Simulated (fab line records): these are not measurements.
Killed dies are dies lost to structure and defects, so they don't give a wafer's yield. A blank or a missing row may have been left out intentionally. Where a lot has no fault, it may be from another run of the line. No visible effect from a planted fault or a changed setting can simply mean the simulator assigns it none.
The same fault as seen by 2 desks -- flow n5 finfet -- every desk sees just its own numbers, and what lay behind them comes last

## FOR THE TOOL OWNER'S DESK: krf scanner-01
The tool's own readings at N5_BEOL_M15_EXPOSE_25 (exposes mask M15, target cd 400 nm): means of the sampled wafers that have a number, for each lot that ran on this tool. If a lot's mean is further than 4 standard deviations from the usual mean, the lot is out of limits and carries the mark OUT (the distance appears in the brackets).
Columns: A = exposure dose mJ cm2 at N5_BEOL_M15_EXPOSE_25, usual 35.47
lot,first seen here,A
L451,day 11 16:44,35.47
L456,day 13 03:35,35.45
L460,day 14 10:46,35.51
L463,day 15 15:22,35.43
L468,day 16 13:46,32.51 (-76) OUT
L470,day 17 17:50,33.58 (-49) OUT
This desk's verdict: out of limits on L468, L470, starting with L468 at day 16 13:46 (exposure dose mJ cm2 at N5_BEOL_M15_EXPOSE_25). In limits: L451, L456, L460, L463.

## AT THE METROLOGY DESK
What the gauges read for every lot (on any tool): the sampled wafers with a number, averaged. If a lot's mean is further than 4 standard deviations from the usual mean, the lot is out of limits and carries the mark OUT (the distance appears in the brackets).
Columns: A = M14_THK at N5_BEOL_M14_THK_MEAS_50, usual 564 nm; B = M14_RS at N5_BEOL_M14_RS_MEAS_54, usual 0.0334 ohm/sq; C = cd nm at N5_BEOL_M15_CD_MEAS_28, usual 408.6 nm
lot,first seen here,A,B,C
L451,day 11 14:34,550,0.0345,407.9
L455,day 12 16:29,550,0.0339,407.0
L456,day 13 00:57,544,0.0346,409.3
L458,day 13 12:10,556,0.0338,408.3
L460,day 14 08:36,557,0.0337,410.3
L459,day 14 23:59,557,0.0336,409.6
L463,day 15 13:12,567,0.0333,410.2
L468,day 16 11:31,581,0.0325,394.4 (-6.5) OUT
L467,day 17 01:06,579,0.0330,406.9
L470,day 17 15:20,581,0.0326,395.7 (-5.9) OUT
This desk's verdict: out of limits on L468, L470, starting with L468 at day 16 13:56 (cd nm at N5_BEOL_M15_CD_MEAS_28). In limits: L451, L455, L456, L458, L460, L459, L463, L467.

## TAKEN TOGETHER
The tool owner's desk had the chance to raise an alarm at day 16 13:46 on L468, L470.
On L468, L470, the metrology desk was in a position to raise an alarm at day 16 13:56.
All the named lots went through N5_BEOL_M15_EXPOSE_25 on krf scanner-01.

## WHAT THE SIMULATOR HAD INSERTED
Drift in process parameters on krf scanner-01 at N5_BEOL_M15_EXPOSE_25, starting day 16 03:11. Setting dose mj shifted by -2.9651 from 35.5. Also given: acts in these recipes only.
Lots struck among those shown: L468, L470.
Time in hours from fault onset to the first out-of-limits reading at each desk: tool owner's desk 11, metrology desk 11.
